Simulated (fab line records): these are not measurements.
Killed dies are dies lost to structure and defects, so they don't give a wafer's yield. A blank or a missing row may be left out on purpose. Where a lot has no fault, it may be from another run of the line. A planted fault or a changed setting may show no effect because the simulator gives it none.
fab line records :: flow n5_finfet
record
  lots=6
  wafers=18
  last_day=17
route steps=1938 shown DUMMY_GATE@212 PASSIVATION@1936
lots that met no fault: from a run of the same line without faults
start_h: start of the lot's first displayed wafer, in hours after the record's first day :: wait_h: hours since the lot's step before :: " same as the row above :: L1.1+2: a single row standing in for several wafers :: - no value, or no start given :: * or withheld: withheld :: < > ~ a bound
route shown NAME@n: NAME is a module with steps in the file, n the number in the route of the first one :: usual: mean/standard deviation taken from wafers without a fault :: same: alike in all rows :: chamber/n: place in a boat :: sites: the reading at each site :: _std_site: the values' standard deviation :: _edge_site: the outer-site mean with the inner-site mean subtracted :: radius_mm: how far each site lies from the wafer's centre :: mask NAME#n: copy n :: behind: the most recent tool/chamber to have shaped the wafer :: hold: reason for holding the lot/hours on hold/outcome of the hold :: device: the n, p or np transistor that did not switch :: end of line: the tests these same wafers got at the end of their route :: a step with no rows: only its recipe :: killed: at the first sort, the dies lost to defects and structure; wafer yield is something else :: map: shows each die of a wafer: x if killed, . if not, _ if none is there
set.NAME: the run value of the setting; set.NAME@STEP: its run value at that earlier step :: model.NAME: the simulator's own value behind a step, which no gauge read
lots seen at some steps along the route; tables by step, rows by wafer
services: from which hour (start_h, from the record's first day; less than 0 if before it) a tool's chamber was out of use, for how many hours, and why
## steps
# step N5_DUMMY_GATE_PRECLEAN_00
# recipe
  chemistry=O3/DIW
  time_s=60
  temp_c=22
  o3_ppm=10
# step N5_DUMMY_GATE_SRD_01
# recipe
  time_s=30
  temp_c=23
  rinse_liquid=diw
  dry=ipa_marangoni
# step N5_DUMMY_GATE_ALD_02
# recipe
  material=SiO2
  target_thk_a=20
  temp_c=300
  ald_precursor_family=BDEAS
  ald_co_reactant=O2-plasma
  pulse_time_s=1
  pressure_torr=2
# usual
  heater_power_w=476/47
  precursor_pulse_height_rel=1.000/0.018
lot.wafer: L912.1
tool: ald_sin-03
chamber: 2
start_h: 36.72
wait_h: 0.0
heater_power_w: 463
precursor_pulse_height_rel: 1.001
since_wet_clean_h: 212

lot.wafer: L912.2
tool: ald_sin-03
chamber: 3
start_h: 36.72
wait_h: 0.0
heater_power_w: 412
precursor_pulse_height_rel: 0.990
since_wet_clean_h: 212

lot.wafer: L912.4
tool: ald_sin-03
chamber: 1
start_h: 36.72
wait_h: 0.0
heater_power_w: 456
precursor_pulse_height_rel: 0.992
since_wet_clean_h: 212

lot.wafer: L918.1
tool: ald_sin-02
chamber: 1
start_h: 73.39
wait_h: 0.6
heater_power_w: 464
precursor_pulse_height_rel: 0.981
since_wet_clean_h: 64

lot.wafer: L918.3
tool: ald_sin-02
chamber: 3
start_h: 73.39
wait_h: 0.6
heater_power_w: 524
precursor_pulse_height_rel: 0.980
since_wet_clean_h: 64

lot.wafer: L918.4
tool: ald_sin-02
chamber: 2
start_h: 73.39
wait_h: 0.6
heater_power_w: 509
precursor_pulse_height_rel: 1.028
since_wet_clean_h: 64

lot.wafer: L923.1
tool: ald_sin-02
chamber: 3
start_h: 106.84
wait_h: 0.4
heater_power_w: 528
precursor_pulse_height_rel: 0.978
since_wet_clean_h: 98

lot.wafer: L923.5
tool: ald_sin-02
chamber: 3
start_h: 106.84
wait_h: 0.4
heater_power_w: 524
precursor_pulse_height_rel: 1.004
since_wet_clean_h: -

lot.wafer: L923.6
tool: ald_sin-02
chamber: 2
start_h: 106.84
wait_h: 0.4
heater_power_w: 516
precursor_pulse_height_rel: 0.995
since_wet_clean_h: -

lot.wafer: L931.3
tool: ald_sin-04
chamber: 2
start_h: 151.06
wait_h: 0.0
heater_power_w: 475
precursor_pulse_height_rel: 1.014
since_wet_clean_h: 52

lot.wafer: L931.5
tool: ald_sin-04
chamber: 0
start_h: 151.06
wait_h: 0.0
heater_power_w: 536
precursor_pulse_height_rel: 0.994
since_wet_clean_h: -

lot.wafer: L931.6
tool: ald_sin-04
chamber: 1
start_h: 151.06
wait_h: 0.0
heater_power_w: 476
precursor_pulse_height_rel: 1.038
since_wet_clean_h: -

lot.wafer: L933.1
tool: ald_sin-04
chamber: 0
start_h: 163.54
wait_h: 0.3
heater_power_w: 541
precursor_pulse_height_rel: 0.991
since_wet_clean_h: 64

lot.wafer: L933.2
tool: ald_sin-04
chamber: 2
start_h: 163.54
wait_h: 0.3
heater_power_w: 493
precursor_pulse_height_rel: 0.989
since_wet_clean_h: 64

lot.wafer: L933.4
tool: ald_sin-04
chamber: 2
start_h: 163.54
wait_h: 0.3
heater_power_w: 487
precursor_pulse_height_rel: 1.028
since_wet_clean_h: -

lot.wafer: L934.3
tool: ald_sin-03
chamber: 3
start_h: 169.70
wait_h: 0.0
heater_power_w: 411
precursor_pulse_height_rel: 1.038
since_wet_clean_h: 345

lot.wafer: L934.5
tool: ald_sin-03
chamber: 0
start_h: 169.70
wait_h: 0.0
heater_power_w: 412
precursor_pulse_height_rel: 0.976
since_wet_clean_h: -

lot.wafer: L934.6
tool: ald_sin-03
chamber: 3
start_h: 169.70
wait_h: 0.0
heater_power_w: 426
precursor_pulse_height_rel: 0.992
since_wet_clean_h: -
# step N5_DUMMY_GATE_CVD_03
# recipe
  material=a-Si
  target_thk_a=1500
  temp_c=530
  precursor=SiH4
  time_s=8042
# step N5_DUMMY_GATE_PRECLEAN_46
# recipe
  chemistry=DIW
  time_s=89.5
  temp_c=23
# step N5_DUMMY_GATE_SRD_47
# recipe
  dry_time_s=32
  dry=n2_spin
  spin_rpm=1500
# step N5_DUMMY_GATE_CMP_04
# recipe
  material=a-Si
  post_cmp_clean=alkaline_brush
# usual
  motor_current_A=10.2/1.2
  retaining_ring_pressure_frac=1.000/0.0047
  time_to_endpoint_s=12.5/2.8
lot.wafer: L912.4
tool: cmp-03
chamber: 2
start_h: 44.07
wait_h: 0.0
motor_current_A: 9.1
retaining_ring_pressure_frac: 1.003
time_to_endpoint_s: 14.6

lot.wafer: L912.2
tool: cmp-03
chamber: 3
start_h: 44.07
wait_h: 0.0
motor_current_A: 10.3
retaining_ring_pressure_frac: 1.006
time_to_endpoint_s: 18.1

lot.wafer: L912.1
tool: cmp-03
chamber: 1
start_h: 44.07
wait_h: 0.0
motor_current_A: 10.4
retaining_ring_pressure_frac: 0.992
time_to_endpoint_s: 18.8

lot.wafer: L918.1
tool: cmp-04
chamber: 2
start_h: 77.23
wait_h: 0.0
motor_current_A: 8.8
retaining_ring_pressure_frac: 0.999
time_to_endpoint_s: 18.2

lot.wafer: L918.4
tool: cmp-04
chamber: 3
start_h: 77.23
wait_h: 0.0
motor_current_A: 10.8
retaining_ring_pressure_frac: 0.999
time_to_endpoint_s: 16.3

lot.wafer: L918.3
tool: cmp-04
chamber: 1
start_h: 77.23
wait_h: 0.0
motor_current_A: 9.5
retaining_ring_pressure_frac: 0.989
time_to_endpoint_s: 15.0

lot.wafer: L923.1
tool: cmp-02
chamber: 0
start_h: 110.75
wait_h: 0.1
motor_current_A: 10.4
retaining_ring_pressure_frac: 0.997
time_to_endpoint_s: 10.7

lot.wafer: L923.6
tool: cmp-02
chamber: 2
start_h: 110.75
wait_h: 0.1
motor_current_A: 10.0
retaining_ring_pressure_frac: 1.000
time_to_endpoint_s: 12.6

lot.wafer: L923.5
tool: cmp-02
chamber: 3
start_h: 110.75
wait_h: 0.1
motor_current_A: 9.0
retaining_ring_pressure_frac: 0.995
time_to_endpoint_s: 9.1

lot.wafer: L931.3
tool: cmp-02
chamber: 0
start_h: 154.93
wait_h: 0.1
motor_current_A: 10.1
retaining_ring_pressure_frac: 1.002
time_to_endpoint_s: 11.3

lot.wafer: L931.5
tool: cmp-02
chamber: 3
start_h: 154.93
wait_h: 0.1
motor_current_A: 8.9
retaining_ring_pressure_frac: 1.005
time_to_endpoint_s: 9.0

lot.wafer: L931.6
tool: cmp-02
chamber: 0
start_h: 154.93
wait_h: 0.1
motor_current_A: 10.5
retaining_ring_pressure_frac: 1.003
time_to_endpoint_s: 8.8

lot.wafer: L933.1
tool: cmp-04
chamber: 3
start_h: 167.39
wait_h: 0.0
motor_current_A: 11.7
retaining_ring_pressure_frac: 1.000
time_to_endpoint_s: 11.2

lot.wafer: L933.2
tool: cmp-04
chamber: 0
start_h: 167.39
wait_h: 0.0
motor_current_A: 10.7
retaining_ring_pressure_frac: 0.997
time_to_endpoint_s: 16.7

lot.wafer: L933.4
tool: cmp-04
chamber: 2
start_h: 167.39
wait_h: 0.0
motor_current_A: 9.1
retaining_ring_pressure_frac: 0.993
time_to_endpoint_s: 13.4

lot.wafer: L934.3
tool: cmp-02
chamber: 2
start_h: 173.54
wait_h: 0.0
motor_current_A: 9.4
retaining_ring_pressure_frac: 0.999
time_to_endpoint_s: 12.4

lot.wafer: L934.6
tool: cmp-02
chamber: 2
start_h: 173.54
wait_h: 0.0
motor_current_A: 9.7
retaining_ring_pressure_frac: 0.991
time_to_endpoint_s: 10.1

lot.wafer: L934.5
tool: cmp-02
chamber: 3
start_h: 173.54
wait_h: 0.0
motor_current_A: 9.6
retaining_ring_pressure_frac: 0.994
time_to_endpoint_s: 6.8
# step N5_DUMMY_GATE_THK_MEAS_05
# usual
  thk_nm=71.4/1.2
lot.wafer: L912.1
tool: film_metro-01
chamber: -
start_h: 44.31
wait_h: 0.1
thk_nm: 73.4

lot.wafer: L912.2
tool: film_metro-01
chamber: -
start_h: 44.31
wait_h: 0.1
thk_nm: 72.0

lot.wafer: L912.4
tool: film_metro-01
chamber: -
start_h: 44.31
wait_h: 0.1
thk_nm: 72.2

lot.wafer: L918.1
tool: film_metro-01
chamber: -
start_h: 77.47
wait_h: 0.2
thk_nm: 73.6

lot.wafer: L918.3
tool: film_metro-01
chamber: -
start_h: 77.47
wait_h: 0.2
thk_nm: 72.0

lot.wafer: L918.4
tool: film_metro-01
chamber: -
start_h: 77.47
wait_h: 0.2
thk_nm: 70.6

lot.wafer: L923.1
tool: film_metro-01
chamber: -
start_h: 110.93
wait_h: 0.1
thk_nm: 71.7

lot.wafer: L923.5
tool: film_metro-01
chamber: -
start_h: 110.93
wait_h: 0.1
thk_nm: 70.5

lot.wafer: L923.6
tool: film_metro-01
chamber: -
start_h: 110.93
wait_h: 0.1
thk_nm: 72.4

lot.wafer: L931.3
tool: film_metro-01
chamber: -
start_h: 155.15
wait_h: 0.2
thk_nm: 71.3

lot.wafer: L931.5
tool: film_metro-01
chamber: -
start_h: 155.15
wait_h: 0.2
thk_nm: 70.1

lot.wafer: L931.6
tool: film_metro-01
chamber: -
start_h: 155.15
wait_h: 0.2
thk_nm: 70.2

lot.wafer: L933.1
tool: film_metro-02
chamber: -
start_h: 167.64
wait_h: 0.2
thk_nm: 69.7

lot.wafer: L933.2
tool: film_metro-02
chamber: -
start_h: 167.64
wait_h: 0.2
thk_nm: 71.8

lot.wafer: L933.4
tool: film_metro-02
chamber: -
start_h: 167.64
wait_h: 0.2
thk_nm: 71.4

lot.wafer: L934.3
tool: film_metro-02
chamber: -
start_h: 173.78
wait_h: 0.2
thk_nm: 71.5

lot.wafer: L934.5
tool: film_metro-02
chamber: -
start_h: 173.78
wait_h: 0.2
thk_nm: 70.1

lot.wafer: L934.6
tool: film_metro-02
chamber: -
start_h: 173.78
wait_h: 0.2
thk_nm: 71.6
# step N5_DUMMY_GATE_HM_DEP_06
# recipe
  material=SiNx
  target_thk_a=800
  precursor=DCS/NH3
  temp_c=700
  pressure_mtorr=300
  time_s=5141
# step N5_DUMMY_GATE_PECVD_30
# recipe
  material=SiO2
  target_thk_a=550
  temp_c=400
  precursor=TEOS/O2
  pressure_torr=6.5
  rf_w=withheld
  teos_flow_sccm=withheld
  gas=O2
  flow_sccm=2650
  time_s=10.8
# step N5_DUMMY_GATE_COAT_34
# recipe
  resist=SOC
  temp_c=250
  time_s=60
  spin_rpm=1500
  resist_thk_nm=60
# step N5_DUMMY_GATE_COAT_35
# recipe
  resist=SiARC
  temp_c=220
  time_s=60
  spin_rpm=1500
  resist_thk_nm=10
# step N5_DUMMY_GATE_COAT_28
# recipe
  resist=underlayer
  temp_c=205
  time_s=60
  spin_rpm=1500
  resist_thk_nm=10
# usual
  heater_power_total_W=391.5/1.3
  plate_temp_C=204.99/0.16
lot.wafer: L912.1
tool: litho_track-01
chamber: 0
start_h: 48.34
wait_h: -
heater_power_total_W: 391.3
plate_temp_C: 205.11

lot.wafer: L912.2
tool: litho_track-01
chamber: 0
start_h: 48.34
wait_h: -
heater_power_total_W: 391.5
plate_temp_C: 205.01

lot.wafer: L912.4
tool: litho_track-01
chamber: 0
start_h: 48.34
wait_h: -
heater_power_total_W: 391.4
plate_temp_C: 205.17

lot.wafer: L918.1
tool: litho_track-01
chamber: 0
start_h: 81.51
wait_h: -
heater_power_total_W: 389.8
plate_temp_C: 205.15

lot.wafer: L918.3
tool: litho_track-01
chamber: 0
start_h: 81.51
wait_h: -
heater_power_total_W: 392.9
plate_temp_C: 205.22

lot.wafer: L918.4
tool: litho_track-01
chamber: 0
start_h: 81.51
wait_h: -
heater_power_total_W: 389.8
plate_temp_C: 205.39

lot.wafer: L923.1
tool: litho_track-03
chamber: 0
start_h: 114.98
wait_h: -
heater_power_total_W: 390.2
plate_temp_C: 205.08

lot.wafer: L923.5
tool: litho_track-03
chamber: 0
start_h: 114.98
wait_h: -
heater_power_total_W: 393.3
plate_temp_C: 205.04

lot.wafer: L923.6
tool: litho_track-03
chamber: 0
start_h: 114.98
wait_h: -
heater_power_total_W: 390.1
plate_temp_C: 205.14

lot.wafer: L931.3
tool: litho_track-03
chamber: 0
start_h: 161.13
wait_h: -
heater_power_total_W: 364.9
plate_temp_C: 194.03

lot.wafer: L931.5
tool: litho_track-03
chamber: 0
start_h: 161.13
wait_h: -
heater_power_total_W: 368.1
plate_temp_C: 194.28

lot.wafer: L931.6
tool: litho_track-03
chamber: 0
start_h: 161.13
wait_h: -
heater_power_total_W: 364.9
plate_temp_C: 194.19

lot.wafer: L933.1
tool: litho_track-01
chamber: 0
start_h: 171.67
wait_h: -
heater_power_total_W: 391.6
plate_temp_C: 205.00

lot.wafer: L933.2
tool: litho_track-01
chamber: 0
start_h: 171.67
wait_h: -
heater_power_total_W: 393.7
plate_temp_C: 204.94

lot.wafer: L933.4
tool: litho_track-01
chamber: 0
start_h: 171.67
wait_h: -
heater_power_total_W: 391.7
plate_temp_C: 205.06

lot.wafer: L934.3
tool: litho_track-03
chamber: 0
start_h: 177.82
wait_h: -
heater_power_total_W: 364.2
plate_temp_C: 193.80

lot.wafer: L934.5
tool: litho_track-03
chamber: 0
start_h: 177.82
wait_h: -
heater_power_total_W: 362.9
plate_temp_C: 194.18

lot.wafer: L934.6
tool: litho_track-03
chamber: 0
start_h: 177.82
wait_h: -
heater_power_total_W: 368.3
plate_temp_C: 194.03
# step N5_DUMMY_GATE_COAT_09
# recipe
  resist=CAR-EUV
  spin_rpm=1500
  resist_thk_nm=30
# step N5_PASSIVATION_PROBE_49
# usual
  defect_limited_yield=91.1/1.5
  killed_at_M0_to_M3=33/9.9
  killed_at_M4_up=14/5.2
  killed_at_contacts=12/6.7
  killed_at_front_end=43/13
  killed_at_other=3.4/2.7
  killed_dies=105/17
  killed_open=69/13
  killed_short=33/7.5
  sort_bin_5_function=5.2/0.91
  sort_bin_6_memory=3.3/0.71
  sort_bin_8_speed=0.00/0.032
  sort_n_pass=1075/17
  sort_yield_pct=91.1/1.5
# same
  gross_dies=1180
  killed_at_back_side=0
  sort_bin_4_leakage[%]=0
lot.wafer: L918.3
tool: prober-01
chamber: -
start_h: 328.89
wait_h: 0.1
defect_limited_yield[%]: 92.5
killed_at_M0_to_M3: 12
killed_at_M4_up: 8
killed_at_contacts: 20
killed_at_front_end: 46
killed_at_other: 2
killed_dies: 88
killed_open: 55
killed_short: 33
sort_bin_5_function[%]: 4.1
sort_bin_6_memory[%]: 3.2
sort_bin_8_speed[%]: 0
sort_n_pass: 1092
sort_yield_pct[%]: 92.5
# killed by level:class
L918.3 MOL_CONTACT_COAG:geometric_particle:open=14 FIN_SAQP:geometric_particle:short=13 FIN_SAQP:geometric_particle:open=9 DUMMY_GATE:geometric_particle:open=6 MOL_CONTACT_COAG:geometric_particle:short=6 BEOL_M4:geometric_particle:open=5 STI_FIN_REVEAL:geometric_particle:short=4 BEOL_M0_SAQP:geometric_particle:open=3
## services
tool: cmp-04
chamber: -
start_h: 22.07
hours: 0.4
kind: repair

tool: cmp-04
chamber: -
start_h: 22.96
hours: 0.5
kind: repair

tool: ald_sin-02
chamber: 3
start_h: 23.79
hours: 15.1
kind: repair

tool: cmp-04
chamber: -
start_h: 26.24
hours: 0.9
kind: repair

tool: ald_sin-03
chamber: -
start_h: 30.29
hours: 0.7
kind: repair

tool: ald_sin-04
chamber: 1
start_h: 40.23
hours: 10.2
kind: repair

tool: cmp-02
chamber: -
start_h: 41.24
hours: 4.5
kind: pm

tool: cmp-03
chamber: -
start_h: 45.68
hours: 0.3
kind: repair

tool: cmp-03
chamber: -
start_h: 56.42
hours: 6.1
kind: repair

tool: ald_sin-04
chamber: 3
start_h: 60.49
hours: 3.6
kind: repair

tool: cmp-03
chamber: -
start_h: 63.16
hours: 0.2
kind: repair

tool: ald_sin-04
chamber: -
start_h: 85.25
hours: 14.0
kind: pm

tool: ald_sin-04
chamber: 0
start_h: 85.25
hours: 14.0
kind: vent_cycle

tool: ald_sin-04
chamber: 1
start_h: 85.25
hours: 14.0
kind: vent_cycle

tool: ald_sin-03
chamber: 2
start_h: 108.13
hours: 17.3
kind: repair

tool: ald_sin-03
chamber: 1
start_h: 117.65
hours: 21.3
kind: repair

tool: cmp-03
chamber: -
start_h: 127.78
hours: 4.0
kind: pm

tool: cmp-03
chamber: -
start_h: 144.78
hours: 18.1
kind: pm

tool: ald_sin-02
chamber: 0
start_h: 148.67
hours: 4.0
kind: repair

tool: cmp-04
chamber: -
start_h: 154.17
hours: 0.5
kind: repair

tool: ald_sin-04
chamber: 3
start_h: 162.91
hours: 8.3
kind: repair

tool: cmp-03
chamber: -
start_h: 166.26
hours: 1.2
kind: repair

tool: cmp-03
chamber: -
start_h: 171.73
hours: 1.7
kind: repair

tool: ald_sin-03
chamber: -
start_h: 177.52
hours: 14.0
kind: pm
## key
first_sign
  step=N5_DUMMY_GATE_COAT_28
  reading=plate_temp_C
  direction=down
  sigmas=69
  usual=*
  struck=*
effect
  step=N5_DUMMY_GATE_COAT_28
  reading=heater_power_total_W
  direction=down
  sigmas=20
  usual=*
  struck=*
met_at N5_DUMMY_GATE_COAT_28
struck_wafers L931.3,L931.5,L931.6,L934.3,L934.5,L934.6
rows_end L934.3,L934.5,L934.6
onset_between 114.98 161.13
fault
  kind=process_parameter_drift
  tool=litho_track-03
  chamber=-
  onset_h=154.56
  steps=N5_DUMMY_GATE_COAT_28
  channel=temp_c
  offset=*
  shape=step
  acts_in=*
  stated=*
# rows_end: these wafers met a further fault down the route, and their rows from its step on are left out
